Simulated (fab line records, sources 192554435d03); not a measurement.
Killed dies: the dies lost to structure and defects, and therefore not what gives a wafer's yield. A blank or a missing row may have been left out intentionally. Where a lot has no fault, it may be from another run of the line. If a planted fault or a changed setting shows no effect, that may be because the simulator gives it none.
fab line records	flow n5Finfet
record lots=7	wafers=21
route steps=1938 shown BEOL_M13@1705 BEOL_M14@1763 BEOL_M15@1797 TV_LITHO@1879 PASSIVATION@1921
startH: hours from the record's first day to the start of the lot's first wafer shown	waitH: hours since the lot's step before	" same as the row above	L1.1+2: a single row standing in for several wafers	- either no value or no given start	* or withheld: withheld	< > ~ a bound
route shown NAME@n: names a module that has steps shown in the file, with the first one's number in the route	usual: mean/standard deviation of fault-free wafers	same: alike in all rows	chamber/n: place in a boat	sites: each site's reading	_std_site: their standard deviation	_edge_site: outer sites' mean less inner sites'	radiusMm: how far each site lies from the wafer's centre	mask NAME#n: copy n	behind: the last tool/chamber to shape the wafer	hold: the reason the lot was held/the length of the hold in hours/how it ended	device: transistor that didn't switch, given as n, p or np	end of line: the tests these same wafers got at the end of their route	where a step has no rows: the recipe by itself	killed: count of dies lost to structure and defects at first sort (not the wafer's yield)	map: per-die view of a wafer (x killed, . not killed, _ where there is no die)
set.NAME: the run value of the setting; set.NAME@STEP: its run value at that earlier step	model.NAME: the simulator's own value behind a step, which no gauge read
one table per step and one row per wafer, for lots whose settings were changed on purpose
## steps
# step N5_BEOL_M13_SPUTTER_43
# recipe material=TaN	targetThkA=150	tempC=50	biasV=168.6	powerW=15000	chamberPressurePa=0.12	timeS=24.19
lot.wafer	tool	chamber	startH	waitH	set.powerW	model.TaN_of_BEOL_M13_SPUTTER_43.thkNm
L078.1+4+5	pvdSputter-02	-	296.52	0.0	15000	14.8
L079.1	pvdSputter-03	-	318.85	0.0	13000	13.2
L079.4	"	-	"	"	13000	13.6
L079.6	"	-	"	"	15000	15.4
L082.2+6	pvdSputter-01	-	323.32	0.0	15000	14.8
L082.5	"	-	"	"	12680	12.6
L084.3	pvdSputter-03	-	346.20	0.0	15000	15
L084.4	"	-	"	"	15000	15.4
L084.5	"	-	"	"	15000	15.2
L088.3	pvdSputter-01	-	363.03	0.0	15000	15.2
L088.5	"	-	"	"	14030	14
L088.6	"	-	"	"	14030	14.2
L089.2	pvdSputter-02	-	373.24	0.0	15000	15.4
L089.5	"	-	"	"	15000	15
L089.6	"	-	"	"	15000	15.2
L090.1	pvdSputter-02	-	426.84	0.0	15000	15.2
L090.3	"	-	"	"	15000	15
L090.4	"	-	"	"	13710	13.6
# step N5_BEOL_M13_SPUTTER_44
# recipe material=Ta	targetThkA=100	tempC=50	biasV=80	powerW=15000	chamberPressurePa=0.07	timeS=16.13
# step N5_BEOL_M13_SPUTTER_45
# recipe material=Cu	targetThkA=800	tempC=-20	biasV=60	powerW=26000	chamberPressurePa=0.13	timeS=13.33
# step N5_BEOL_M13_ECD_47
# recipe material=Cu	targetThkA=9360
# step N5_BEOL_M13_ANNEAL_48
# recipe tempC=225	timeS=90	ambient=N2
# step N5_BEOL_M13_CMP_49
# recipe stopOn=SiOC	tOverpolishS=17.1	downForcePsi=1	platenRpm=50	clearingPlatenDownForcePsi=1.5	clearingPlatenRpm=50	postCmpClean=cuAlkaline	targetThkNm=420	clearingPlatenPadVelocityMS=0.99484	padVelocityMS=0.99484
lot.wafer	tool	chamber	startH	waitH	set.timeS@BEOL_M13_TRENCH_ETCH_34	model.Cu_of_BEOL_M13_ECD_47.thkNm
L078.4	cmp-01	3	297.36	0.1	162.6	428.4
L078.1	"	0	"	"	162.6	435
L078.5	"	3	"	"	137.3	359.4
L079.4	cmp-02	2	319.84	0.1	129.8	334.2
L079.1	"	1	"	"	129.8	337.2
L079.6	"	3	"	"	162.6	419.2
L082.2	cmp-02	3	324.49	0.3	162.6	407
L082.5	"	0	"	"	151.2	383.8
L082.6	"	1	"	"	151.2	391.2
L084.4	cmp-01	3	347.02	0.1	162.6	413.8
L084.3	"	2	"	"	162.6	424.8
L084.5	"	0	"	"	162.6	420.2
L088.3	cmp-01	3	363.76	0.2	152.4	380.2
L088.5	"	3	"	"	162.6	407.4
L088.6	"	0	"	"	152.4	394.8
L089.2	cmp-04	1	374.42	0.3	162.6	410
L089.6	"	2	"	"	162.6	412.8
L089.5	"	3	"	"	162.6	416
L090.4	cmp-04	0	427.61	0.1	132.9	346.2
L090.1	"	1	"	"	162.6	423
L090.3	"	2	"	"	162.6	422.4
# step N5_BEOL_M13_THK_MEAS_50
# recipe thkMeasGauge=xrf	reads=Cu_of_BEOL_M13_ECD_47
# usual M13_THK=413/7.3
lot.wafer	tool	chamber	startH	waitH	set.timeS@BEOL_M13_TRENCH_ETCH_34	M13_THK[nm]
L078.1	filmMetro-02	-	297.66	-	162.6	427
L078.4	"	-	"	"	162.6	423
L078.5	"	-	"	"	137.3	354
L079.1	filmMetro-01	-	320.13	-	129.8	338
L079.4	"	-	"	"	129.8	334
L079.6	"	-	"	"	162.6	418
L082.2	filmMetro-02	-	324.67	-	162.6	401
L082.5	"	-	"	"	151.2	378
L082.6	"	-	"	"	151.2	386
L084.3	filmMetro-02	-	347.31	-	162.6	416
L084.4	"	-	"	"	162.6	405
L084.5	"	-	"	"	162.6	412
L088.3	filmMetro-01	-	364.06	-	152.4	379
L088.5	"	-	"	"	162.6	405
L088.6	"	-	"	"	152.4	393
L089.2	filmMetro-02	-	374.61	-	162.6	400
L089.5	"	-	"	"	162.6	408
L089.6	"	-	"	"	162.6	406
L090.1	filmMetro-02	-	427.90	-	162.6	415
L090.3	"	-	"	"	162.6	413
L090.4	"	-	"	"	132.9	341
# step N5_BEOL_M13_PRE_CLEAN_52
# recipe gas=NH3	timeS=15	tempC=withheld	rfPowerW=300
# step N5_BEOL_M13_DEP_53
# recipe material=SiCN	targetThkA=500	tempC=withheld	precursor=3MS/NH3	pressureTorr=3	rfW=675	timeS=17.8
# step N5_BEOL_M13_RS_MEAS_54
# recipe thkMeasGauge=four-point-probe	reads=Cu_of_BEOL_M13_ECD_47+Ta_of_BEOL_M13_SPUTTER_44+TaN_of_BEOL_M13_SPUTTER_43
# usual M13_RS=0.0451/0.00069
lot.wafer	tool	chamber	startH	waitH	set.timeS@BEOL_M13_TRENCH_ETCH_34	M13_RS[ohm/sq]
L078.1	filmMetro-01	-	297.82	0.1	162.6	0.0433
L078.4	"	-	"	"	162.6	0.0441
L078.5	"	-	"	"	137.3	0.0527
L079.1	filmMetro-02	-	320.26	0.0	129.8	0.0564
L079.4	"	-	"	"	129.8	0.0569
L079.6	"	-	"	"	162.6	0.0450
L082.2	filmMetro-01	-	324.80	0.1	162.6	0.0465
L082.5	"	-	"	"	151.2	0.0494
L082.6	"	-	"	"	151.2	0.0484
L084.3	filmMetro-01	-	347.44	0.1	162.6	0.0444
L084.4	"	-	"	"	162.6	0.0457
L084.5	"	-	"	"	162.6	0.0449
L088.3	filmMetro-02	-	364.19	0.1	152.4	0.0498
L088.5	"	-	"	"	162.6	0.0465
L088.6	"	-	"	"	152.4	0.0480
L089.2	filmMetro-02	-	374.73	0.1	162.6	0.0462
L089.5	"	-	"	"	162.6	0.0454
L089.6	"	-	"	"	162.6	0.0458
L090.1	filmMetro-01	-	428.03	0.0	162.6	0.0446
L090.3	"	-	"	"	162.6	0.0447
L090.4	"	-	"	"	132.9	0.0549
# step N5_BEOL_M14_SPUTTER_44
# recipe material=Ta	targetThkA=150	tempC=50	biasV=80	powerW=15000	chamberPressurePa=0.07	timeS=24.19
lot.wafer	tool	chamber	startH	waitH	set.timeS	model.Ta_of_BEOL_M14_SPUTTER_44.thkNm
L078.1	pvdSputter-03	-	303.06	0.0	26.19	16
L078.4	"	-	"	"	24.19	15.2
L078.5	"	-	"	"	24.19	15
L079.1	pvdSputter-03	-	324.61	0.0	21.27	13.2
L079.4	"	-	"	"	24.19	15.2
L079.6	"	-	"	"	21.27	13.4
L082.2+5	pvdSputter-03	-	329.33	0.0	24.19	15
L082.6	"	-	"	"	24.19	14.6
L084.3+5	pvdSputter-02	-	352.04	0.0	24.19	15
L084.4	"	-	"	"	24.19	14.8
L088.3+5	pvdSputter-03	-	368.74	0.0	24.19	15
L088.6	"	-	"	"	27.67	16.8
L089.2+5	pvdSputter-01	-	377.65	0.0	24.19	14.8
L089.6	"	-	"	"	24.19	15.2
L090.1	pvdSputter-03	-	447.47	0.0	24.19	15.2
L090.3	"	-	"	"	27.75	17.2
L090.4	"	-	"	"	24.19	14.4
# step N5_BEOL_M15_COAT_22
# recipe spinRpm=1704	resistThkNm=800
lot.wafer	tool	chamber	startH	waitH	set.spinRpm	model.coat_of_BEOL_M15_COAT_22.thkNm
L078.1	lithoTrack-03	0	-	-	1863	766.6
L078.4	"	0	"	"	1863	766.8
L078.5	"	0	"	"	1704	804
L079.1	lithoTrack-01	0	-	-	1704	799.4
L079.4	"	0	"	"	1767	784.6
L079.6	"	0	"	"	1704	800.2
L082.2	lithoTrack-05	0	-	-	1568	834
L082.5	"	0	"	"	1704	800.8
L082.6	"	0	"	"	1704	800.2
L084.3	lithoTrack-05	0	-	-	1704	803.4
L084.4	"	0	"	"	1878	762.2
L084.5	"	0	"	"	1704	802.2
L088.3	lithoTrack-03	0	-	-	1793	781.8
L088.5	"	0	"	"	1704	801.4
L088.6	"	0	"	"	1704	805.4
L089.2	lithoTrack-05	0	-	-	1704	803
L089.5	"	0	"	"	1704	804.4
L089.6	"	0	"	"	1704	802.4
L090.1	lithoTrack-05	0	-	-	1593	828.2
L090.3	"	0	"	"	1593	829.2
L090.4	"	0	"	"	1704	801.2
# step N5_BEOL_M15_PEB_26
# recipe pebTempC=130	pebTimeS=90
lot.wafer	tool	chamber	startH	waitH	set.pebTimeS
L078.1+4+5	lithoTrack-03	0	306.54	0.1	90
L079.1+4	lithoTrack-01	0	328.20	0.1	106.8
L079.6	"	0	"	"	90
L082.2+5	lithoTrack-01	0	332.78	0.0	90
L082.6	"	0	"	"	81.38
L084.3	lithoTrack-03	0	355.41	0.0	90
L084.4+5	"	0	"	"	104
L088.3+5	lithoTrack-05	0	372.10	0.0	90
L088.6	"	0	"	"	70.46
L089.2+5+6	lithoTrack-05	0	380.85	0.0	90
L090.1+3+4	lithoTrack-05	0	450.68	0.1	90
# step N5_BEOL_M15_DEVELOP_27
# recipe developTimeS=45	rinseLiquid=diw	dry=airSpin	devTempC=21
# step N5_BEOL_M15_HARDBAKE_32
# recipe tempC=130	timeS=120
# step N5_BEOL_M15_CD_MEAS_28
# recipe targetCdNm=407.6	landingEnergyEv=500	detector=seInlens
# usual cdNm=407.6/2
lot.wafer	tool	chamber	startH	waitH	set.pebTimeS@BEOL_M15_PEB_26	cdNm
L078.1	cdSem-03	0	306.66	-	90	407.2
L078.4	"	0	"	"	90	410.8
L078.5	"	0	"	"	90	405.9
L079.1	cdSem-03	0	328.32	-	106.8	414.5
L079.4	"	0	"	"	106.8	413.9
L079.6	"	0	"	"	90	404.1
L082.2	cdSem-02	0	332.90	-	90	403.5
L082.5	"	0	"	"	90	408.5
L082.6	"	0	"	"	81.38	403.5
L084.3	cdSem-03	0	355.52	-	90	407.6
L084.4	"	0	"	"	104	413.4
L084.5	"	0	"	"	104	411.1
L088.3	cdSem-02	0	372.22	-	90	409.1
L088.5	"	0	"	"	90	406.5
L088.6	"	0	"	"	70.46	398.5
L089.2	cdSem-01	0	380.96	-	90	407.1
L089.5	"	0	"	"	90	407.9
L089.6	"	0	"	"	90	408.2
L090.1	cdSem-03	0	450.80	-	90	405.7
L090.3	"	0	"	"	90	405.7
L090.4	"	0	"	"	90	405.7
# step N5_BEOL_M15_DESCUM_33
# recipe chemistry=O2	timeS=7.9	sourcePowerW=50	biasPowerW=20	pressureMtorr=20	rfFrequencyHz=2.712e+07	tempC=40	o2FlowSccm=225
lot.wafer	tool	chamber	startH	waitH	set.spinRpm@BEOL_M15_COAT_22	set.pebTimeS@BEOL_M15_PEB_26	model.coat_of_BEOL_M15_COAT_22.thkNm	model.BEOL_M15.cdNm
L078.1	rieDiel-06	3	306.77	0.1	1863	90	748.6	406.8
L078.4	"	1	"	"	1863	90	748.6	411
L078.5	"	2	"	"	1704	90	785.8	406
L079.1	rieDiel-03	3	328.55	0.2	1704	106.8	781.2	414.6
L079.4	"	0	"	"	1767	106.8	766.6	414
L079.6	"	2	"	"	1704	90	782	404
L082.2	rieDiel-02	0	332.98	0.0	1568	90	815.8	403.6
L082.5	"	3	"	"	1704	90	782.8	408.6
L082.6	"	0	"	"	1704	81.38	782.2	403.8
L084.3	rieDiel-06	3	355.61	0.0	1704	90	785.2	408
L084.4	"	1	"	"	1878	104	744.2	413.4
L084.5	"	3	"	"	1704	104	784.2	411
L088.3	rieDiel-03	1	372.30	0.0	1793	90	763.8	409.2
L088.5	"	2	"	"	1704	90	783.2	406.6
L088.6	"	1	"	"	1704	70.46	787.2	398.8
L089.2	rieDiel-02	3	381.05	0.0	1704	90	784.8	407
L089.5	"	2	"	"	1704	90	786.2	408.2
L089.6	"	3	"	"	1704	90	784.4	408.2
L090.1	rieDiel-03	3	450.89	0.0	1593	90	810	405.8
L090.3	"	0	"	"	1593	90	811.2	405.8
L090.4	"	0	"	"	1704	90	783.2	405.8
# step N5_BEOL_M15_ETCH_61
# recipe chemistry=N2/H2	target=BARC	targetDepthA=890	overetchA=267	timeS=67.9	ionEnergyEv=200	pressureMtorr=30	sourceW=840	biasW=150	n2FlowSccm=200	h2FlowSccm=200
lot.wafer	tool	chamber	startH	waitH	set.spinRpm@BEOL_M15_COAT_22	set.pebTimeS@BEOL_M15_PEB_26	model.coat_of_BEOL_M15_COAT_22.thkNm	model.BEOL_M15.cdNm
L078.1	rieDiel-06	3	306.80	0.0	1863	90	685.4	400
L078.4	"	1	"	"	1863	90	684.6	402.2
L078.5	"	2	"	"	1704	90	723.6	398.8
L079.1	rieDiel-03	3	328.59	0.0	1704	106.8	715.8	407.4
L079.4	"	0	"	"	1767	106.8	706	406.2
L079.6	"	2	"	"	1704	90	716.6	397.2
L082.2	rieDiel-02	0	333.02	0.0	1568	90	752.4	394.6
L082.5	"	3	"	"	1704	90	723.2	400.6
L082.6	"	0	"	"	1704	81.38	718.8	395
L084.3	rieDiel-06	3	355.65	0.0	1704	90	721	399.8
L084.4	"	1	"	"	1878	104	681.2	403.4
L084.5	"	3	"	"	1704	104	719.8	403
L088.3	rieDiel-03	1	372.34	0.0	1793	90	698.2	400.8
L088.5	"	2	"	"	1704	90	716.8	399.4
L088.6	"	1	"	"	1704	70.46	721.6	389.6
L089.2	rieDiel-02	3	381.08	0.0	1704	90	723	399
L089.5	"	2	"	"	1704	90	718.6	400.2
L089.6	"	3	"	"	1704	90	722.6	399.8
L090.1	rieDiel-03	3	450.92	0.0	1593	90	744	398.4
L090.3	"	0	"	"	1593	90	750	398.8
L090.4	"	0	"	"	1704	90	721.2	398.4
# step N5_BEOL_M15_TRENCH_ETCH_34
# recipe chemistry=C4F8/O2/Ar	target=SiO2	targetDepthA=8729.3	heInnerTorr=15	heOuterTorr=30	timeS=199	ionEnergyEv=800	pressureMtorr=20	sourceW=1905	biasW=2040	Ar_flow_sccm=400	C4F8_flow_sccm=16	O2_flow_sccm=12
lot.wafer	tool	chamber	startH	waitH	set.spinRpm@BEOL_M15_COAT_22	model.coat_of_BEOL_M15_COAT_22.thkNm
L078.1	rieDiel-06	3	306.85	0.0	1863	516.8
L078.4	"	1	"	"	1863	510.4
L078.5	"	2	"	"	1704	551.6
L079.1	rieDiel-03	3	328.64	0.0	1704	540.4
L079.4	"	0	"	"	1767	540.6
L079.6	"	2	"	"	1704	537.6
L082.2	rieDiel-02	0	333.07	0.0	1568	581.2
L082.5	"	3	"	"	1704	556.8
L082.6	"	0	"	"	1704	546.6
L084.3	rieDiel-06	3	355.70	0.0	1704	548.2
L084.4	"	1	"	"	1878	505.8
L084.5	"	3	"	"	1704	546
L088.3	rieDiel-03	1	372.39	0.0	1793	517
L088.5	"	2	"	"	1704	535.4
L088.6	"	1	"	"	1704	540.2
L089.2+6	rieDiel-02	3	381.14	0.0	1704	551
L089.5	"	2	"	"	1704	537
L090.1	rieDiel-03	3	450.97	0.0	1593	564.2
L090.3	"	0	"	"	1593	583.2
L090.4	"	0	"	"	1704	554.2
# step N5_PASSIVATION_EXPOSE_07
# recipe maskId=TV	na=0.55	sourceShape=conventional	sigmaOuter=0.8	polarization=unpolarized	defocusNm=0	targetCdNm=3000	doseMj=22.75
lot.wafer	tool	chamber	startH	waitH	mask	set.doseMj
L078.1	krfScanner-01	0	325.32	-	TV#0	23.67
L078.4+5	"	0	"	"	TV#0	22.75
L079.1	krfScanner-01	0	337.09	-	TV#0	22.75
L079.4+6	"	0	"	"	TV#0	24.26
L082.2+6	krfScanner-01	0	341.39	-	TV#0	21.36
L082.5	"	0	"	"	TV#0	22.75
L084.3	krfScanner-01	0	368.89	-	TV#0	22.75
L084.4+5	"	0	"	"	TV#0	22.19
L089.2+5+6	krfScanner-02	0	391.64	-	TV#0	22.75
L088.3+5+6	krfScanner-02	0	392.29	-	TV#0	22.75
L090.1	krfScanner-01	0	463.35	-	TV#0	24.05
L090.3+4	"	0	"	"	TV#0	22.75
# step N5_PASSIVATION_PEB_08
# recipe pebTempC=withheld	pebTimeS=*
# step N5_PASSIVATION_DEVELOP_09
# recipe developTimeS=60	rinseLiquid=diw	dry=airSpin	devTempC=21
# step N5_PASSIVATION_HARDBAKE_11
# recipe tempC=130	timeS=120
# step N5_PASSIVATION_CD_MEAS_10
# recipe targetCdNm=3000	landingEnergyEv=500	detector=seInlens
# usual cdNm=3001.0/2.3
lot.wafer	tool	chamber	startH	waitH	set.doseMj@PASSIVATION_EXPOSE_07	cdNm
L078.1	cdSem-02	0	325.49	-	23.67	3008.0
L078.4	"	0	"	"	22.75	2997.5
L078.5	"	0	"	"	22.75	2997.9
L079.1	cdSem-03	0	337.27	-	22.75	3000.8
L079.4	"	0	"	"	24.26	3015.9
L079.6	"	0	"	"	24.26	3015.9
L082.2	cdSem-03	0	341.56	-	21.36	2989.9
L082.5	"	0	"	"	22.75	3006.2
L082.6	"	0	"	"	21.36	2989.8
L084.3	cdSem-02	0	369.06	-	22.75	3001.6
L084.4	"	0	"	"	22.19	2998.8
L084.5	"	0	"	"	22.19	2994.9
L089.2	cdSem-02	0	391.81	-	22.75	2996.4
L089.5	"	0	"	"	22.75	3000.7
L089.6	"	0	"	"	22.75	2995.6
L088.3	cdSem-03	0	392.46	-	22.75	3005.2
L088.5	"	0	"	"	22.75	3000.8
L088.6	"	0	"	"	22.75	3002.1
L090.1	cdSem-03	0	463.53	-	24.05	3012.0
L090.3	"	0	"	"	22.75	3002.0
L090.4	"	0	"	"	22.75	2998.3
# step N5_PASSIVATION_EXPOSE_41
# recipe maskId=PASS_OPEN	na=0.55	defocusNm=0	sourceShape=conventional	sigmaOuter=0.8	polarization=unpolarized	targetCdNm=40000	doseMj=57.25
lot.wafer	tool	chamber	startH	waitH	mask	set.doseMj
L078.1+4+5	krfScanner-01	0	328.55	-	PASS_OPEN#0	57.25
L079.1+6	krfScanner-01	0	340.77	-	PASS_OPEN#0	60.49
L079.4	"	0	"	"	PASS_OPEN#0	57.25
L082.2	krfScanner-02	0	344.84	-	PASS_OPEN#0	57.25
L082.5+6	"	0	"	"	PASS_OPEN#0	53.72
L084.3+4+5	krfScanner-02	0	372.31	-	PASS_OPEN#0	55.61
L089.2+5+6	krfScanner-01	0	395.75	-	PASS_OPEN#0	57.25
L088.3+5	krfScanner-01	0	396.18	-	PASS_OPEN#0	53.29
L088.6	"	0	"	"	PASS_OPEN#0	57.25
L090.1+3+4	krfScanner-02	0	466.88	-	PASS_OPEN#0	53.6
# step N5_PASSIVATION_PEB_42
# recipe pebTempC=withheld	pebTimeS=*
# step N5_PASSIVATION_DEVELOP_43
# recipe developTimeS=60	rinseLiquid=diw	dry=airSpin	devTempC=21
# step N5_PASSIVATION_HARDBAKE_45
# recipe tempC=130	timeS=120
# step N5_PASSIVATION_CD_MEAS_44
# recipe targetCdNm=40000	landingEnergyEv=500	detector=seInlens
# usual cdNm=40001/5.1
lot.wafer	tool	chamber	startH	waitH	set.doseMj@PASSIVATION_EXPOSE_41	cdNm
L078.1	cdSem-03	0	328.73	-	57.25	39991
L078.4	"	0	"	"	57.25	40006
L078.5	"	0	"	"	57.25	39992
L079.1	cdSem-03	0	340.95	-	60.49	40025
L079.4	"	0	"	"	57.25	40003
L079.6	"	0	"	"	60.49	40017
L082.2	cdSem-02	0	345.02	-	57.25	39998
L082.5	"	0	"	"	53.72	39972
L082.6	"	0	"	"	53.72	39966
L084.3	cdSem-02	0	372.47	-	55.61	39994
L084.4	"	0	"	"	55.61	39996
L084.5	"	0	"	"	55.61	39997
L089.2	cdSem-03	0	395.93	-	57.25	39997
L089.5	"	0	"	"	57.25	40002
L089.6	"	0	"	"	57.25	40009
L088.3	cdSem-03	0	396.35	-	53.29	39972
L088.5	"	0	"	"	53.29	39973
L088.6	"	0	"	"	57.25	40000
L090.1	cdSem-02	0	467.06	-	53.6	39979
L090.3	"	0	"	"	53.6	39988
L090.4	"	0	"	"	53.6	39989
## key
split step=N5_BEOL_M13_SPUTTER_43	setting=powerW	stated=15000	by=wafer
response step=N5_BEOL_M13_SPUTTER_43	reading=model.TaN_of_BEOL_M13_SPUTTER_43.thkNm	change=+0.151	per=1%	r=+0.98
split step=N5_BEOL_M14_SPUTTER_44	setting=timeS	stated=24.19	by=wafer
response step=N5_BEOL_M14_SPUTTER_44	reading=model.Ta_of_BEOL_M14_SPUTTER_44.thkNm	change=+0.144	per=1%	r=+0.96
split step=N5_BEOL_M15_COAT_22	setting=spinRpm	stated=1704	by=wafer
response step=N5_BEOL_M15_COAT_22	reading=model.coat_of_BEOL_M15_COAT_22.thkNm	change=-4.07	per=1%	r=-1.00
response step=N5_BEOL_M15_DESCUM_33	reading=model.coat_of_BEOL_M15_COAT_22.thkNm	change=-4.05	per=1%	r=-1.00
response step=N5_BEOL_M15_ETCH_61	reading=model.coat_of_BEOL_M15_COAT_22.thkNm	change=-3.92	per=1%	r=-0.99
response step=N5_BEOL_M15_TRENCH_ETCH_34	reading=model.coat_of_BEOL_M15_COAT_22.thkNm	change=-3.67	per=1%	r=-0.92
split step=N5_BEOL_M15_PEB_26	setting=pebTimeS	stated=90	by=wafer
response step=N5_BEOL_M15_CD_MEAS_28	reading=cdNm	change=+0.421	per=1%	r=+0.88
response step=N5_BEOL_M15_DESCUM_33	reading=model.BEOL_M15.cdNm	change=+0.414	per=1%	r=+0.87
response step=N5_BEOL_M15_ETCH_61	reading=model.BEOL_M15.cdNm	change=+0.42	per=1%	r=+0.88
split step=N5_PASSIVATION_EXPOSE_07	setting=doseMj	stated=22.75	by=wafer
response step=N5_PASSIVATION_CD_MEAS_10	reading=cdNm	change=+2.36	per=1%	r=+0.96
split step=N5_PASSIVATION_EXPOSE_41	setting=doseMj	stated=57.25	by=wafer
response step=N5_PASSIVATION_CD_MEAS_44	reading=cdNm	change=+3.95	per=1%	r=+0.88
split outsideThisFile step=N5_BEOL_M13_TRENCH_ETCH_34 setting=timeS
# split outsideThisFile: this setting was split too, and the file shows its column; the key of that split is in another file
